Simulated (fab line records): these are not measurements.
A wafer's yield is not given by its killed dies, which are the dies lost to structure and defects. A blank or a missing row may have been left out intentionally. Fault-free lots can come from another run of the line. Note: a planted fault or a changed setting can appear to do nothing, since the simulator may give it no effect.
A struck lot beside a sound one ; flow n5_finfet ; 40 out of 1938 route steps
Sound: these wafers, L371.2, L371.3, L371.6. Wafers struck: L365.1, L365.4, L365.5. Last of all comes the cause.
Per side, at each step with rows, come the tool, then ch with its chambers, and then its first start. Under that, the readings that differ: sound wafers ; struck wafers ; difference of the means ; sigmas: that difference in standard deviations of wafers without a fault.
alike: readings with means less than 2 such deviations apart, plus words and numbers identical on both sides. not compared: withheld readings, readings lacking a value on some wafer, bounds such as >300 that could conceal the same value, and numbers that have no deviation in the record and whose values overlap.
A row with sigmas, a row that says differs or no value, or rows on one side alone: a step with any of these is where the two part. Non-overlapping numbers with no deviation appear without sigmas and do not part them. A reading that every wafer of one side lacks parts them only if that side has two wafers or more.

first, 1 step without rows for these wafers: N5_BEOL_M4_SPUTTER_81 (material Cu, target thk 4.5 nm, time 8.29 s).
N5_BEOL_M4_ANNEAL_82: time 240 s.
  sound on pvd_sputter-01, day 12 02:38; struck on pvd_sputter-02, day 10 18:53
  alike: heater_power_w
N5_BEOL_M4_SPUTTER_86: material Cu, target thk 4.5 nm, time 8.29 s.
  sound on pvd_sputter-01, day 12 02:47; struck on pvd_sputter-02, day 10 19:02
  alike: chamber_pressure_pa, throttle_valve_pct
then, 3 steps without rows for these wafers: N5_BEOL_M4_ANNEAL_87 (time 240 s); N5_BEOL_M4_SPUTTER_88 (material Cu, target thk 4.5 nm, time 8.29 s); N5_BEOL_M4_ANNEAL_89 (time 240 s).
N5_BEOL_M4_SPUTTER_90: material Cu, target thk 4.5 nm, time 8.29 s.
  sound on pvd_sputter-01, day 12 03:13; struck on pvd_sputter-02, day 10 19:28
  alike: chamber_pressure_pa, throttle_valve_pct
N5_BEOL_M4_ANNEAL_91: time 240 s.
  sound on pvd_sputter-01, day 12 03:18; struck on pvd_sputter-02, day 10 19:33
  alike: heater_power_w
then, 2 steps without rows for these wafers: N5_BEOL_M4_SPUTTER_92 (material Cu, target thk 4.5 nm, time 8.29 s); N5_BEOL_M4_ANNEAL_93 (time 240 s).
N5_BEOL_M4_SPUTTER_94: material Cu, target thk 4.5 nm, time 8.29 s.
  sound on pvd_sputter-01, day 12 03:40; struck on pvd_sputter-02, day 10 19:55
  alike: chamber_pressure_pa, throttle_valve_pct
then, 1 step without rows for these wafers: N5_BEOL_M4_ANNEAL_95 (time 240 s).
N5_BEOL_M4_SPUTTER_96: material Cu, target thk 4.5 nm, time 8.29 s.
  sound on pvd_sputter-01, day 12 03:53; struck on pvd_sputter-02, day 10 20:08
  alike: chamber_pressure_pa, throttle_valve_pct
then, 7 steps without rows for these wafers: N5_BEOL_M4_ECD_50 (material Cu, target thk 300 nm); N5_BEOL_M4_ANNEAL_51 (time 90 s); N5_BEOL_M4_CMP_52 (polishes, stops on SiOC, t overpolish 6.8 s, target thk 40 nm); N5_BEOL_M4_PRE_CLEAN_60 (time 15 s); N5_BEOL_M4_CO_CAP_55 (material Co, precursor CCTBA/H2, target thk 2 nm, time 102.1 s); N5_BEOL_M4_PRE_CLEAN_56 (time 15 s); N5_BEOL_M4_DEP_57 (deposits SiCN from 3MS/NH3, target thk 8 nm, time 14 s).
N5_BEOL_M4_RS_MEAS_58: measurement is done with a four-point probe.
  sound on film_metro-02, day 12 05:19; struck on film_metro-02, day 10 21:11
  alike: M4_RS
N5_BEOL_M4_RC_MEAS_101:
  sound on prober-01 ch 0, day 12 05:32; struck on prober-01 ch 0, day 10 21:14
  alike: DIBL_N, DIBL_P, IOFF_N, IOFF_P, ION_N, ION_P, SS_N, SS_P, VT_N, VT_P
then, 2 steps without rows for these wafers: N5_BEOL_M5_ILD_DEP_00 (deposits SiCOH lowk from DEMS/porogen, target thk 140.64 nm, time 25.9 s); N5_BEOL_M5_CURE_79 (cures SiCOH lowk, time 240 s).
N5_BEOL_M5_THK_MEAS_01:
  sound on film_metro-02, day 12 06:56; struck on film_metro-01, day 10 22:46
  alike: M5_ILD_THK
then, 11 steps without rows for these wafers: N5_BEOL_M5_PECVD_70 (deposits SiO2 from TEOS/O2, target thk 16 nm, time 18 s); N5_BEOL_M5_HM_DEP_02 (deposits TiN, target thk 20 nm); N5_BEOL_M5_COAT_59 (time 60 s, resist thk 60 nm); N5_BEOL_M5_COAT_60 (time 60 s, resist thk 12 nm); N5_BEOL_M5_COAT_71 (time 60 s, resist thk 5 nm); N5_BEOL_M5_COAT_05 (resist thk 30 nm); N5_BEOL_M5_EBR_07; N5_BEOL_M5_SOFTBAKE_06 (time 60 s); N5_BEOL_M5_EXPOSE_08 (exposes mask M5, target cd 28 nm); N5_BEOL_M5_PEB_09 (peb time 60 s); N5_BEOL_M5_DEVELOP_10 (develop time 30 s).
N5_BEOL_M5_CD_MEAS_11 targets a cd of 27.74 nm.
  sound on cd_sem-02 ch 0, day 12 08:25; struck on cd_sem-02 ch 0, day 11 00:11
  alike: cd_nm
N5_BEOL_M5_OVL_MEAS_12:
  sound on overlay-01 ch 0, day 12 08:26; struck on overlay-02 ch 0, day 11 00:13
  alike: M5_OVL
then, 1 step without rows for these wafers: N5_BEOL_M5_DESCUM_16 (chemistry O2, time 7 s).
-- record jumps: 4 days separate the struck wafers' starts on either side; left off in module BEOL_M5, taken up again in module PASSIVATION, whose first shown step is the route's number 1936 --
N5_PASSIVATION_PROBE_49:
  sound on prober-02, day 16 17:13; struck on prober-02, day 15 03:35
reading;sound;struck;difference;sigmas
defect_limited_yield (%);91.5 92.8 91.1;83.6 86.1 86.9;-6.3;-4
killed_at_M4_up;14 7 11;110 68 67;+71;+13
killed_dies;100 85 105;194 164 155;+74;+4
killed_on_rim;12 7 15;32 25 33;+19;+5
sort_bin_5_function (%);4.0 3.7 4.9;9.9 8.7 8.2;+4.7;+5
sort_n_pass;1080 1095 1075;986 1016 1025;-74;-4
sort_yield_pct (%);91.5 92.8 91.1;83.6 86.1 86.9;-6.3;-4
  alike: killed_at_M0_to_M3, killed_at_contacts, killed_at_front_end, killed_at_other, killed_open, killed_short, sort_bin_6_memory

== WHERE THEY PART ==
Within this record, at N5_PASSIVATION_PROBE_49 only.

WHY: what the simulator had put in
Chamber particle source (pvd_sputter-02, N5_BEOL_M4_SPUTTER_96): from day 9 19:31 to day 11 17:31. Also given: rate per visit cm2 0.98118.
